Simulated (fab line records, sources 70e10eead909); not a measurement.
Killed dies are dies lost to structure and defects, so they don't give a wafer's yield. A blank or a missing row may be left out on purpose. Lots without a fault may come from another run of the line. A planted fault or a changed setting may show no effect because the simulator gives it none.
Chamber matching | flow nand_harc | NHARC_P_GATE_ALD_36 on ald_sin-04: 3 sister chambers
The step deposits SiNx, target thk 20 nm, pulse time 60 s, ald cycles 223. 14 wafers are shown with their chamber, then 4 later ones without.

WAFERS WITH THEIR CHAMBER
wafer  | chamber | heater_power_w (W) | precursor_pulse_height_rel
L848.3 | 2       | 766                | 1.022
L848.4 | 3       | 846                | 0.997
L848.6 | 0       | 818                | 1.015
L851.3 | 3       | 855                | 0.984
L851.4 | 2       | 798                | 0.985
L851.5 | 3       | 844                | 0.977
L854.1 | 3       | 860                | 1.027
L854.3 | 2       | 764                | 1.009
L854.5 | 0       | 826                | 1.038
L860.3 | 3       | 830                | 0.998
L860.1 | 0       | 837                | 1.002
L860.6 | 2       | 766                | 1.024
L863.2 | 3       | 848                | 1.014
L863.6 | 2       | 732                | 0.997

SIGNATURES (means of the wafers above)
reading                    | chamber 0 | chamber 2 | chamber 3 | scatter within a chamber
heater_power_w             | 827.00    | 765.20    | 847.17    | 16.2
precursor_pulse_height_rel | 1.01833   | 1.00740   | 0.99950   | 0.0178
Rule: a wafer's distance from a chamber is the root of the sum, over the readings, of the square of ((its reading less the chamber's mean) divided by the reading's scatter). The wafer belongs to the nearest chamber; if the next one is less than 2 further off, it can't be placed. The scatter: the root of (the sum of the squares of (reading less its chamber's mean) over the shown wafers, divided by (wafers less chambers)).

WAFERS WITHOUT THEIR CHAMBER
wafer  | heater_power_w (W) | precursor_pulse_height_rel
L863.5 | 867                | 1.015
L866.4 | 862                | 1.000
L866.6 | 729                | 0.994
L869.4 | 881                | 1.009

WHICH CHAMBER EACH WENT THROUGH
wafer  | from the rows above     | in truth
L863.5 | can't be placed: 3 or 0 | 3
L866.4 | can't be placed: 3 or 0 | 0
L866.6 | 2                       | 2
L869.4 | can't be placed: 3 or 0 | 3
Placed correctly: 1 of 4. Can't be placed from these rows: 3 (the true chamber is among the candidates in 3). Placed wrongly: 0.
